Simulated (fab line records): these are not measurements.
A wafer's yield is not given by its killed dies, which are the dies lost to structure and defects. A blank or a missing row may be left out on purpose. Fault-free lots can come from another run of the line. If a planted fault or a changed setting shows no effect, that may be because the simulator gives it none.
Which tool was responsible? ; flow n5-finfet ; at 1 step of a route of 1938, 24 lots with 72 wafers sampled

== WHAT EACH GAUGE READ, for each wafer ==
N5_BEOL_M5_INSPECT_30: inspects for defects (brightfield). Usual: raw-defect-count 407, standard deviation 97.
lot;measured;on;raw-defect-count;flag
L074;day 7 18:47;defect-inspect-02;214 331 386;
L075;day 8 10:21;defect-inspect-01;501 488 408;
L076;day 8 12:53;defect-inspect-01;466 377 371;
L077;day 8 13:08;defect-inspect-01;415 446 335;
L078;day 9 06:17;defect-inspect-01;430 419 387;
L079;day 9 06:27;defect-inspect-02;421 285 494;
L080;day 9 13:44;defect-inspect-01;637 521 550;
L081;day 9 14:16;defect-inspect-01;285 343 277;
L082;day 10 08:41;defect-inspect-01;318 337 379;
L084;day 10 10:41;defect-inspect-01;551 324 561;
L083;day 10 10:49;defect-inspect-02;258 258 302;
L085;day 10 15:52;defect-inspect-02;323 361 464;
L086;day 11 10:05;defect-inspect-02;327 238 305;
L088;day 11 14:10;defect-inspect-01;345 380 351;
L087;day 11 14:13;defect-inspect-01;303 307 329;
L089;day 11 19:35;defect-inspect-01;515 580 579;
L090;day 12 08:14;defect-inspect-02;454 539 409;
L091;day 12 11:16;defect-inspect-02;518 402 552;
L092;day 12 15:08;defect-inspect-01;385 445 454;
L093;day 12 20:40;defect-inspect-02;347 378 443;
L094;day 12 21:20;defect-inspect-02;250 421 280;
L095;day 13 15:45;defect-inspect-01;511 315 519;
L096;day 13 22:10;defect-inspect-01;348 517 330;
L097;day 14 13:35;defect-inspect-02;294 365 303;

== WHICH TOOL RAN EACH LOT (tool, then ch and the chambers of the sampled wafers, then the start) ==
Record: no process step prior to these readings.

== WHAT THE TOOLS THEMSELVES READ (means of the sampled wafers that have a number; where no wafer has one, the mark that the record gives instead) ==
The record holds no such reading with a usual standard deviation.

== THE ANSWER, worked out from the rows above alone ==
Rule: take the mean of a lot's wafers that have a number; if it is more than 3 standard deviations from the usual mean, the lot is off. A lot without any number at a reading at which 4 lots or more have one is off too. Any other lot the step has rows for is counted as sound. After the gauges, taken in route order, come the tools' own readings; for these a lot's mean is taken, as printed above. The first step at which some lot is off is used, and at that step the reading that is off furthest; a lot without a number counts as furthest.
None of the lots is off at any reading shown; this tells nothing.

== WHAT THE SIMULATOR PUT IN ==
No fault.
